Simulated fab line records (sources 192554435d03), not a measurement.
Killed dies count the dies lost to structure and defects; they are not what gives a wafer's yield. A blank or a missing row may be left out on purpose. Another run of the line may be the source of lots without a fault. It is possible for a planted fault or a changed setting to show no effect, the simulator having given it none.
A struck lot beside a sound one + flow n5-finfet + 15 steps out of a route of 1938
Sound: these wafers, L686.1, L686.5, L686.6. Struck: wafer L696.1 (L696.3, L696.5, from the same lot, were not struck and are left out); the cause is given at the end.
At each step with rows: each side's tool, then ch and its chambers, then its first start. Under that, the readings that differ: sound wafers + struck wafers + difference of the means + sigmas: that difference in standard deviations of wafers without a fault.
alike: readings whose means differ by less than 2 such deviations, and words and numbers that are the same on both sides. not compared: withheld readings, readings that some wafer has no value for, bounds like >300 that may hide the same value, and numbers for which the record gives no deviation and whose values overlap.
A row with sigmas, a row that says differs or no value, or rows on one side alone: a step with any of these is where the two part. Non-overlapping numbers with no deviation appear without sigmas and do not part them. A reading missing from all wafers of one side parts the sides only when that side holds two or more wafers.

first, 5 steps without rows for these wafers: N5_FIN_SAQP_EBR_12; N5_FIN_SAQP_SOFTBAKE_11 (time 60 s); N5_FIN_SAQP_EXPOSE_13 (exposes mask FIN CORE, target cd 35.6 nm); N5_FIN_SAQP_PEB_14 (peb time 60 s); N5_FIN_SAQP_DEVELOP_15 (develop time 30 s).
N5_FIN_SAQP_CD_MEAS_16: target cd 35.6 nm.
  sound on cd-sem-01 ch 0, day 3 21:24; struck on cd-sem-02 ch 0, day 6 09:38
  alike: cd-nm
N5_FIN_SAQP_OVL_MEAS_17:
  sound on overlay-02 ch 0, day 3 21:27; struck on overlay-01 ch 0, day 6 09:40
| reading           | sound          | struck | difference | sigmas |
|-------------------|----------------|--------|------------|--------|
| FIN_CORE_OVL (nm) | -0.8 -0.5 -0.4 | 1.4    | +2.0       | +2     |
N5_FIN_SAQP_INSPECT_18: inspects for defects (brightfield).
  struck on defect-inspect-01, day 6 09:41; sound on defect-inspect-02, day 3 21:28
  alike: raw-defect-count
N5_FIN_SAQP_DESCUM_21: chemistry O2, time 7.9 s.
  sound on rie-diel-03 ch 0,2, day 3 21:31; struck on rie-diel-02 ch 3, day 6 09:44
  alike: drypump-motor-current-A, oes-product-au, rf-vpp-V, showerhead-plenum-p-Torr, throttle-valve-pct
  not compared: rf-hours-counter-h
N5_FIN_SAQP_ETCH_51: etches SiARC in CF4, target depth 45.5 nm, time 75.8 s.
  sound on rie-diel-03 ch 0,2, day 3 21:32; struck on rie-diel-02 ch 3, day 6 09:46
| reading               | sound          | struck | difference | sigmas |
|-----------------------|----------------|--------|------------|--------|
| oes-product-au (a.u.) | 0.62 0.62 0.62 | 0.79   | +0.17      | +2     |
  alike: drypump-motor-current-A, etch-rf-on-time-s, rf-vpp-V, showerhead-plenum-p-Torr, throttle-valve-pct
  not compared: rf-hours-counter-h
N5_FIN_SAQP_ETCH_52: etches SOC in N2/H2, target depth 100 nm, overetch 20 nm, time 150 s.
  sound on rie-diel-03 ch 0,2, day 3 21:36; struck on rie-diel-02 ch 3, day 6 09:49
| reading                     | sound       | struck | difference | sigmas |
|-----------------------------|-------------|--------|------------|--------|
| drypump-motor-current-A (A) | 5.7 5.7 5.1 | 6.4    | +0.9       | +2     |
  alike: oes-product-au, rf-vpp-V, showerhead-plenum-p-Torr, throttle-valve-pct
  not compared: rf-hours-counter-h
then, 1 step without rows for these wafers: N5_FIN_SAQP_STRIP_53 (strips in N2/H2).
N5_FIN_SAQP_HM_OPEN_73: chemistry CHF3/O2, target SiO2, stops on a-Si, target depth 12 nm, time 16.8 s.
  sound on rie-diel-03 ch 0,2, day 3 21:43; struck on rie-diel-02 ch 3, day 6 09:55
| reading                                     | sound             | struck | difference | sigmas |
|---------------------------------------------|-------------------|--------|------------|--------|
| oes-product-au (a.u.)                       | 0.43 0.43 0.45    | 0.56   | +0.12      | +2     |
| model.SiARC_of_FIN_SAQP_COAT_50.thk-nm (nm) | 5.622 5.544 5.937 | 12.01  | +6.31      |        |
  alike: drypump-motor-current-A, oes_f_703_au, oes_o_777_au, rf-vpp-V, showerhead-plenum-p-Torr, throttle-valve-pct
  not compared: rf-hours-counter-h
then, 1 step without rows for these wafers: N5_FIN_SAQP_STRIP_74 (strips in CHF3/O2).
-- here the record skips 7 days between the struck wafers' starts before and after, leaving off in module FIN_SAQP and picking up in module BEOL_M4 (first step shown: number 1111 of the route) --
N5_BEOL_M4_RC_MEAS_101:
  sound on prober-01 ch 0, day 9 10:04; struck on prober-02 ch 0, day 13 19:33
| reading        | sound          | struck | difference | sigmas |
|----------------|----------------|--------|------------|--------|
| DIBL_N (mV/V)  | 35.2 32.8 33.5 | 38.7   | +4.9       | +3     |
| IOFF_N (nA/um) | 0.12 0.10 0.10 | 0.19   | +0.08      | +3     |
| VT_N (mV)      | 254 258 256    | 246    | -10        | -3     |
  alike: DIBL_P, IOFF_P, ION_N, ION_P, SS_N, SS_P, VT_P

== WHERE THEY PART ==
At N5_FIN_SAQP_OVL_MEAS_17 first; at N5_BEOL_M4_RC_MEAS_101 last (within this record only).

WHY: the cause the simulator had injected
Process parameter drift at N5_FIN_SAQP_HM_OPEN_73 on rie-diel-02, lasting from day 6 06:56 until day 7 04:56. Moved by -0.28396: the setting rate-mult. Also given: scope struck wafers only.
